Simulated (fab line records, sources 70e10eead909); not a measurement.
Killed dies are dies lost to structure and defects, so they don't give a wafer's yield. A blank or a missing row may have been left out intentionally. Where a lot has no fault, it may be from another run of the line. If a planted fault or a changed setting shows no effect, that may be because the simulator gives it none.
fab line records	flow nand_harc
[record] lots = 14	wafers = 42	last_day = 33
route steps=1302 shown A_M1@1190 A_BONDPAD@1202 END@1302
lots that met no fault: taken from a fault-free run of the same line
start_h: hours from the record's first day to the start of the lot's first wafer shown	wait_h: hours from the lot's prior step to this one	" unchanged from the row above	L1.1+2: a row that stands for several wafers	- value missing, or start not given	* or withheld: withheld	< > ~ a bound
route shown NAME@n: a module of which the file shows steps, and the number in the route of the first	usual: mean/standard deviation of fault-free wafers	same: alike in all rows	chamber/n: place in a boat	sites: the reading at each site	_std_site: the standard deviation of these	_edge_site: mean of outer sites minus mean of inner sites	radius_mm: for every site, how far away it sits from the centre of the wafer	mask NAME#n: copy n	behind: tool/chamber where the wafer was last shaped	hold: what put the lot on hold/how long, in hours/how the hold closed	device: names the non-switching transistor (n, p or np)	end of line: the same wafers' tests at the end of the route	a step given without rows: its recipe and nothing more	killed: the dies lost at the first sort to structure and to defects; this is not the yield of the wafer	map: per-die view of a wafer (x killed, . not killed, _ where there is no die)
set.NAME: the setting that was run; set.NAME@STEP: the one run at that earlier step	model.NAME: the simulator's own value behind a step, which no gauge read
a sample of lots followed through the steps of the route, with each step as a table and each wafer as a row
services: when a tool's chamber went out of use (start_h, in hours from the record's first day, below 0 if earlier), for how many hours, and the reason
[[steps]]
[step NHARC_A_M1_PRE_CLEAN_30]
[recipe] time_s = 30	temp_c = 280	gas = H2/He
[usual] heater_power_w = 415/50	susceptor_temp_C = 280.00/0.2
lot.wafer	tool	chamber	start_h	wait_h	heater_power_w	susceptor_temp_C
L459.1	pvd_sputter-01	-	-	-	422	280.27
L459.4	"	-	"	"	426	280.26
L459.3	"	-	"	"	493	279.98
L461.2	pvd_sputter-03	-	-	-	371	280.06
L461.1	"	-	"	"	355	280.00
L461.3	"	-	"	"	353	279.76
L464.3	pvd_sputter-03	-	-	-	376	279.71
L464.2	"	-	"	"	368	279.89
L464.5	"	-	"	"	373	279.82
L463.2	pvd_sputter-02	-	-	-	418	279.88
L463.3	"	-	"	"	430	279.89
L463.6	"	-	"	"	470	280.13
L465.3	pvd_sputter-03	-	-	-	431	280.37
L465.1	"	-	"	"	375	279.91
L465.6	"	-	"	"	421	280.28
L468.4	pvd_sputter-03	-	-	-	348	-
L468.2	"	-	"	"	359	-
L468.5	"	-	"	"	423	-
L469.1	pvd_sputter-03	-	-	-	365	280.08
L469.3	"	-	"	"	346	280.05
L469.4	"	-	"	"	417	280.23
L467.4	pvd_sputter-01	-	-	-	422	279.64
L467.1	"	-	"	"	429	279.70
L467.5	"	-	"	"	501	279.82
L470.2	pvd_sputter-03	-	-	-	367	279.77
L470.4	"	-	"	"	351	280.00
L470.3	"	-	"	"	419	279.48
L473.1	pvd_sputter-02	-	-	-	497	280.44
L473.3	"	-	"	"	388	279.48
L473.5	"	-	"	"	404	280.05
L471.4	pvd_sputter-01	-	-	-	481	279.85
L471.1	"	-	"	"	500	279.85
L471.5	"	-	"	"	441	280.46
L474.2	pvd_sputter-01	-	-	-	433	280.13
L474.6	"	-	"	"	482	279.97
L474.5	"	-	"	"	499	279.83
L481.4	pvd_sputter-03	-	-	-	360	279.84
L481.2	"	-	"	"	451	279.89
L481.5	"	-	"	"	362	280.08
L482.1	pvd_sputter-02	-	-	-	468	279.98
L482.5	"	-	"	"	498	279.70
L482.6	"	-	"	"	409	280.22
[step NHARC_A_M1_PVD_20]
[recipe] target_thk_a = 50	bias_v = 168.6	power_w = 15000	chamber_pressure_pa = 0.12	time_s = 8.06	substrate_temp_c = 50	material = TaN
[usual] chamber_pressure_pa = 0.12001/0.00023	throttle_valve_pct = 30.1/0.78
lot.wafer	tool	chamber	start_h	wait_h	chamber_pressure_pa	throttle_valve_pct
L459.1	pvd_sputter-01	-	-	-	0.12015	29.6
L459.3	"	-	"	"	0.1197	29.2
L459.4	"	-	"	"	0.11973	29.8
L461.1	pvd_sputter-03	-	-	-	0.11982	29.8
L461.3	"	-	"	"	0.12023	29.8
L461.2	"	-	"	"	0.1203	29.7
L464.3	pvd_sputter-03	-	-	-	0.1198	29.8
L464.2	"	-	"	"	0.12036	29.6
L464.5	"	-	"	"	0.1202	30.0
L463.3	pvd_sputter-02	-	-	-	0.11998	30.2
L463.2	"	-	"	"	0.11992	28.3
L463.6	"	-	"	"	0.12002	28.5
L465.1	pvd_sputter-03	-	-	-	0.12014	29.5
L465.3	"	-	"	"	0.12013	30.0
L465.6	"	-	"	"	0.11975	30.3
L468.2	pvd_sputter-03	-	-	-	0.11986	30.4
L468.4	"	-	"	"	0.11987	29.9
L468.5	"	-	"	"	0.11972	29.7
L469.3	pvd_sputter-03	-	-	-	0.12005	30.4
L469.1	"	-	"	"	0.11969	29.7
L469.4	"	-	"	"	0.11979	29.7
L467.4	pvd_sputter-01	-	-	-	0.11992	31.3
L467.1	"	-	"	"	0.12034	30.0
L467.5	"	-	"	"	0.11993	29.6
L470.3	pvd_sputter-03	-	-	-	0.11977	29.1
L470.2	"	-	"	"	0.11992	30.3
L470.4	"	-	"	"	0.12011	29.6
L473.3	pvd_sputter-02	-	-	-	0.12001	29.0
L473.1	"	-	"	"	0.12018	30.3
L473.5	"	-	"	"	0.11992	31.0
L471.1	pvd_sputter-01	-	-	-	0.12	31.6
L471.4	"	-	"	"	0.12024	29.8
L471.5	"	-	"	"	0.1198	29.8
L474.2	pvd_sputter-01	-	-	-	0.12032	29.4
L474.5	"	-	"	"	0.12028	29.4
L474.6	"	-	"	"	0.12003	30.7
L481.4	pvd_sputter-03	-	-	-	0.12028	29.7
L481.2	"	-	"	"	0.12015	30.8
L481.5	"	-	"	"	0.11973	29.9
L482.1	pvd_sputter-02	-	-	-	0.11974	31.3
L482.6	"	-	"	"	0.12029	30.6
L482.5	"	-	"	"	0.1202	29.8
[step NHARC_A_M1_ANNEAL_31]
[recipe] temp_c = 225	time_s = 90
[usual] wafer_temp_C_max = 226.2/0.46
lot.wafer	tool	chamber	start_h	wait_h	wafer_temp_C_max
L459.1	rtp_anneal-02	0	534.39	0.3	225.8
L459.3	"	0	"	"	225.6
L459.4	"	0	"	"	225.8
L461.1	rtp_anneal-02	0	542.08	-	226.0
L461.2	"	0	"	"	225.6
L461.3	"	0	"	"	225.9
L464.2	rtp_anneal-01	0	563.74	-	226.3
L464.3	"	0	"	"	226.2
L464.5	"	0	"	"	226.7
L463.2	rtp_anneal-01	0	577.08	-	227.2
L463.3	"	0	"	"	226.6
L463.6	"	0	"	"	226.8
L465.1	rtp_anneal-01	0	582.90	0.3	226.6
L465.3	"	0	"	"	226.8
L465.6	"	0	"	"	226.8
L468.2	rtp_anneal-01	0	630.73	0.4	225.9
L468.4	"	0	"	"	226.4
L468.5	"	0	"	"	226.0
L469.1	rtp_anneal-01	0	637.91	-	226.8
L469.3	"	0	"	"	226.5
L469.4	"	0	"	"	227.1
L467.1	rtp_anneal-01	0	640.70	-	226.1
L467.4	"	0	"	"	226.2
L467.5	"	0	"	"	226.1
L470.2	rtp_anneal-02	0	641.44	0.3	225.9
L470.3	"	0	"	"	226.0
L470.4	"	0	"	"	225.6
L473.1	rtp_anneal-02	0	655.98	-	225.8
L473.3	"	0	"	"	226.3
L473.5	"	0	"	"	225.8
L471.1	rtp_anneal-02	0	657.61	0.3	226.0
L471.4	"	0	"	"	226.0
L471.5	"	0	"	"	225.7
L474.2	rtp_anneal-02	0	671.97	-	225.3
L474.5	"	0	"	"	225.7
L474.6	"	0	"	"	225.5
L481.2	rtp_anneal-01	0	732.47	-	226.2
L481.4	"	0	"	"	226.9
L481.5	"	0	"	"	226.6
L482.1	rtp_anneal-01	0	756.05	0.3	226.2
L482.5	"	0	"	"	226.8
L482.6	"	0	"	"	226.2
[step NHARC_A_BONDPAD_DEP_00]
[recipe] target_thk_a = 2500	temp_c = 370	target_thk_nm = 250	pressure_torr = 3	flow_sccm = 200	rf_w = 450	material = SiCN
[usual] chamber_pressure_Torr = 3.001/0.0067	heater_power_outer_w = 325/55	heater_power_w = 565/65	susceptor_temp_C = 370.00/0.2
lot.wafer	tool	chamber	start_h	wait_h	chamber_pressure_Torr	heater_power_outer_w	heater_power_w	susceptor_temp_C
L459.3	pecvd-02	0	535.91	-	2.993	294	582	369.63
L459.1	"	2	"	"	3.001	300	560	370.19
L459.4	"	0	"	"	2.993	302	580	369.95
L461.1	pecvd-01	1	543.76	-	2.995	385	590	369.79
L461.2	"	2	"	"	3.002	434	672	369.88
L461.3	"	0	"	"	2.997	408	683	369.87
L464.2	pecvd-04	2	565.21	-	2.998	296	518	370.25
L464.3	"	0	"	"	3.011	265	517	370.13
L464.5	"	2	"	"	2.989	309	521	369.66
L463.3	pecvd-01	2	578.54	-	3.016	434	683	370.33
L463.2	"	1	"	"	3.011	314	516	369.96
L463.6	"	2	"	"	3.005	331	538	369.88
L465.3	pecvd-04	2	584.46	-	3.008	314	551	369.90
L465.1	"	0	"	"	3.010	297	535	369.98
L465.6	"	2	"	"	2.993	321	556	369.95
L468.2	pecvd-01	1	632.72	-	3.006	358	587	369.89
L468.5	"	1	"	"	3.011	371	581	370.25
L468.4	"	2	"	"	3.003	401	658	369.65
L469.1	pecvd-02	0	639.43	-	2.999	319	572	369.83
L469.3	"	1	"	"	2.999	281	509	370.28
L469.4	"	0	"	"	2.991	313	588	370.09
L467.1	pecvd-02	2	642.31	-	2.998	327	619	369.74
L467.5	"	0	"	"	3.006	319	593	370.02
L467.4	"	1	"	"	3.000	269	483	369.95
L470.3	pecvd-01	0	642.90	-	2.995	423	678	369.75
L470.2	"	1	"	"	3.003	350	559	369.94
L470.4	"	1	"	"	3.001	348	583	370.08
L473.1	pecvd-01	0	657.50	-	-	-	-	-
L473.3	"	2	"	"	-	-	-	-
L473.5	"	0	"	"	-	-	-	-
L471.1	pecvd-02	0	659.18	-	-	-	-	-
L471.5	"	2	"	"	-	-	-	-
L471.4	"	1	"	"	-	-	-	-
L474.2	pecvd-01	1	673.44	-	-	-	-	-
L474.5	"	1	"	"	-	-	-	-
L474.6	"	2	"	"	-	-	-	-
L481.2	pecvd-04	1	733.98	-	2.999	264	480	370.10
L481.4	"	0	"	"	3.005	289	553	369.92
L481.5	"	1	"	"	3.006	278	496	370.18
L482.1	pecvd-04	1	757.61	-	2.992	316	540	369.83
L482.6	"	0	"	"	3.006	251	501	369.88
L482.5	"	2	"	"	3.003	322	523	370.06
[step NHARC_END_SORT_01]
[recipe] temp_c = 25
[usual] defect_limited_yield = 92.0/2.6	killed_at_array = 50/17	killed_at_other = 0.7/1	killed_at_periphery = 3.4/2.4	killed_dies = 54/17	killed_open = 3.3/1.7	killed_short = 2.5/1.6	sort_bin_2_pct = 2.8/1.1	sort_bin_3_pct = 0.5/0.33	sort_bin_4_pct = 4.6/1.5	sort_n_pass = 623/17	sort_rim_yield_pct = 92/3.8	sort_yield_pct = 92.0/2.6
[same] gross_dies = 677	sort_bin_5_pct[%] = 0	sort_bin_6_pct[%] = 0	sort_bin_7_pct[%] = 0	sort_bin_8_pct[%] = 0	sort_rim_n_gross = 106.00
lot.wafer	tool	chamber	start_h	wait_h	defect_limited_yield[%]	killed_at_array	killed_at_other	killed_at_periphery	killed_dies	killed_open	killed_short	sort_bin_2_pct[%]	sort_bin_3_pct[%]	sort_bin_4_pct[%]	sort_n_pass	sort_rim_yield_pct[%]	sort_yield_pct[%]
L463.2	prober-01	0	613.06	2.8	87.9	74	2	6	82	2	7	3.7	1.0	7.4	595	91	87.9
L463.3	prober-01	0	613.85	3.1	89.8	64	3	2	69	1	2	3.2	0.6	6.4	608	96	89.8
L463.6	prober-01	0	616.23	4.0	90.8	54	4	4	62	5	2	2.8	1.2	5.2	615	87	90.8
L465.1	prober-02	0	617.49	2.5	94.4	32	0	6	38	2	4	1.3	0.1	4.1	639	94	94.4
L465.3	prober-02	0	619.10	3.1	94.7	32	1	3	36	4	1	1.6	0.3	3.4	641	97	94.7
L465.6	prober-02	0	621.50	4.0	96.5	23	0	1	24	3	1	1.3	0	2.2	653	99	96.5
L469.1	prober-01	0	673.38	2.5	93.2	45	0	1	46	3	1	1.9	0.4	4.4	631	94	93.2
L469.3	prober-01	0	674.98	3.1	94.4	38	0	0	38	2	2	1.6	0.3	3.7	639	96	94.4
L469.4	prober-01	0	675.78	3.4	94.5	37	0	0	37	2	1	1.3	0.4	3.7	640	96	94.5
L467.1	prober-02	0	681.06	2.5	92.3	47	3	2	52	3	1	2.4	0.6	4.7	625	90	92.3
L467.4	prober-02	0	683.47	3.4	93.5	39	2	3	44	2	1	3.0	0.3	3.2	633	91	93.5
L467.5	prober-02	0	684.27	3.7	92.6	46	3	1	50	3	2	2.1	1.5	3.8	627	92	92.6
// killed by level:class
L463.2 A_SLIT:chamber_film_flake=28 A_CHANNEL_HOLE_D1:chamber_film_flake=26 A_CHANNEL_HOLE_D2:chamber_film_flake=6 A_CHANNEL_FILL_D1:geometric_particle:short=5 P_GATE:chamber_film_flake=5 A_ZERO_WELL:chamber_film_flake=3 A_STAIRCASE:chamber_film_flake=2 THIN_TSV:chamber_film_flake=2
L463.3 A_CHANNEL_HOLE_D1:chamber_film_flake=29 A_SLIT:chamber_film_flake=21 A_CHANNEL_HOLE_D2:chamber_film_flake=7 THIN_TSV:chamber_film_flake=3 P_GATE:chamber_film_flake=2 A_WL_FILL:chamber_film_flake=2 A_CHANNEL_FILL_D1:geometric_particle:short=1 A_CHANNEL_FILL_D1:geometric_particle:open=1
L463.6 A_SLIT:chamber_film_flake=24 A_CHANNEL_HOLE_D1:chamber_film_flake=13 A_CHANNEL_HOLE_D2:chamber_film_flake=9 THIN_TSV:chamber_film_flake=3 A_M0:geometric_particle:open=2 A_CONTACT:chamber_film_flake=2 P_GATE:geometric_particle:open=1 P_M2:geometric_particle:open=1
L465.1 A_CHANNEL_HOLE_D2:chamber_film_flake=18 A_CHANNEL_HOLE_D1:chamber_film_flake=5 P_GATE:chamber_film_flake=2 A_CONTACT:chamber_film_flake=2 P_M0:geometric_particle:open=1 P_M1:geometric_particle:short=1 A_CHANNEL_FILL_D1:geometric_particle:short=1 A_BLC:geometric_particle:short=1
L465.3 A_CHANNEL_HOLE_D2:chamber_film_flake=14 A_STAIRCASE:chamber_film_flake=4 A_CONTACT:chamber_film_flake=3 A_M1:chamber_film_flake=3 A_SLIT:chamber_film_flake=2 A_CHANNEL_FILL_D1:geometric_particle:open=1 A_ONON_D2:geometric_particle:short=1 A_STAIRCASE:geometric_particle:open=1
L465.6 A_CHANNEL_HOLE_D2:chamber_film_flake=10 A_CONTACT:chamber_film_flake=4 A_M1:chamber_film_flake=2 A_ONON_D1:geometric_particle:short=1 A_CHANNEL_FILL_D1:geometric_particle:open=1 A_ONON_D2:geometric_particle:open=1 A_WL_FILL:geometric_particle:open=1 P_STI:chamber_film_flake=1
L469.1 A_CHANNEL_HOLE_D2:chamber_film_flake=14 A_CHANNEL_HOLE_D1:chamber_film_flake=11 A_CONTACT:chamber_film_flake=7 A_ZERO_WELL:chamber_film_flake=2 A_CHANNEL_FILL_D1:chamber_film_flake=2 A_STAIRCASE:chamber_film_flake=2 A_SLIT:chamber_film_flake=2 A_ONON_D1:geometric_particle:open=1
L469.3 A_CHANNEL_HOLE_D2:chamber_film_flake=16 A_SLIT:chamber_film_flake=6 A_CONTACT:chamber_film_flake=5 A_CHANNEL_HOLE_D1:chamber_film_flake=2 A_CHANNEL_FILL_D2:chamber_film_flake=2 A_ONON_D1:geometric_particle:open=1 A_CHANNEL_FILL_D1:geometric_particle:short=1 A_WL_FILL:geometric_particle:open=1
L469.4 A_CHANNEL_HOLE_D2:chamber_film_flake=14 A_CHANNEL_HOLE_D1:chamber_film_flake=7 A_CONTACT:chamber_film_flake=5 A_M1:chamber_film_flake=3 A_STAIRCASE:chamber_film_flake=2 A_DECK1_JOINT:geometric_particle:short=1 A_WL_FILL:geometric_particle:open=1 A_BLC:geometric_particle:open=1
L467.1 A_SLIT:chamber_film_flake=26 A_CHANNEL_HOLE_D1:chamber_film_flake=5 A_CONTACT:chamber_film_flake=5 A_CHANNEL_HOLE_D2:chamber_film_flake=3 A_CHANNEL_FILL_D1:chamber_film_flake=2 HYBRID_BOND:chamber_film_flake=2 P_M0:geometric_particle:open=1 A_ONON_D1:geometric_particle:short=1
L467.4 A_SLIT:chamber_film_flake=21 A_CONTACT:chamber_film_flake=6 A_CHANNEL_HOLE_D1:chamber_film_flake=4 A_CHANNEL_HOLE_D2:chamber_film_flake=2 A_CHANNEL_FILL_D2:chamber_film_flake=2 A_WL_FILL:chamber_film_flake=2 HYBRID_BOND:chamber_film_flake=2 P_STI:geometric_particle:open=1
L467.5 A_SLIT:chamber_film_flake=29 A_CHANNEL_HOLE_D2:chamber_film_flake=4 A_CONTACT:chamber_film_flake=4 A_WL_FILL:geometric_particle:open=2 A_CHANNEL_HOLE_D1:chamber_film_flake=2 A_STAIRCASE:chamber_film_flake=2 THIN_TSV:chamber_film_flake=2 P_CONTACT:geometric_particle:open=1
[[services]]
tool	chamber	start_h	hours	kind
pvd_sputter-02	-	515.26	1.6	repair
pecvd-01	0	516.10	-	clean
pecvd-01	1	516.10	-	clean
pecvd-01	2	516.10	-	clean
pvd_sputter-02	-	520.69	15.5	repair
pvd_sputter-03	-	526.02	10.0	pm
pvd_sputter-01	-	586.00	10.0	pm
pecvd-02	-	589.00	13.0	pm
pecvd-04	2	618.31	4.9	repair
pecvd-04	-	631.02	13.0	pm
pecvd-01	-	633.67	3.8	repair
pvd_sputter-02	-	638.00	10.0	pm
pecvd-01	0	647.44	3.7	repair
pvd_sputter-01	-	671.57	7.4	repair
pvd_sputter-02	-	682.77	3.9	repair
pecvd-01	-	684.21	13.0	pm
pecvd-01	0	684.21	13.0	vent_cycle
pecvd-01	1	684.21	13.0	vent_cycle
pecvd-01	2	684.21	13.0	vent_cycle
pecvd-01	0	697.21	-	clean
pecvd-01	1	697.21	-	clean
pecvd-01	2	697.21	-	clean
pvd_sputter-03	-	704.02	10.0	pm
rtp_anneal-02	-	744.00	12.0	pm
[[key]]
[first_sign] step = NHARC_A_BONDPAD_DEP_00	reading = tool_record	direction = missing
effect none on later readings
met_at NHARC_A_BONDPAD_DEP_00
struck_lots L471,L473,L474
scrapped_behind NHARC_A_BONDPAD_THK_MEAS_30 L471.1,L471.4,L471.5,L473.1,L473.3,L473.5,L474.2,L474.5,L474.6
not_acting_at NHARC_A_M1_PRE_CLEAN_30,NHARC_A_M1_PVD_20,NHARC_A_M1_ANNEAL_31
onset_between 642.90 657.50
[fault] kind = skipped_step_whole	tool = pecvd-01,pecvd-02	chamber = -	onset_h = 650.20	steps = NHARC_A_BONDPAD_DEP_00	scope = struck_lots_only
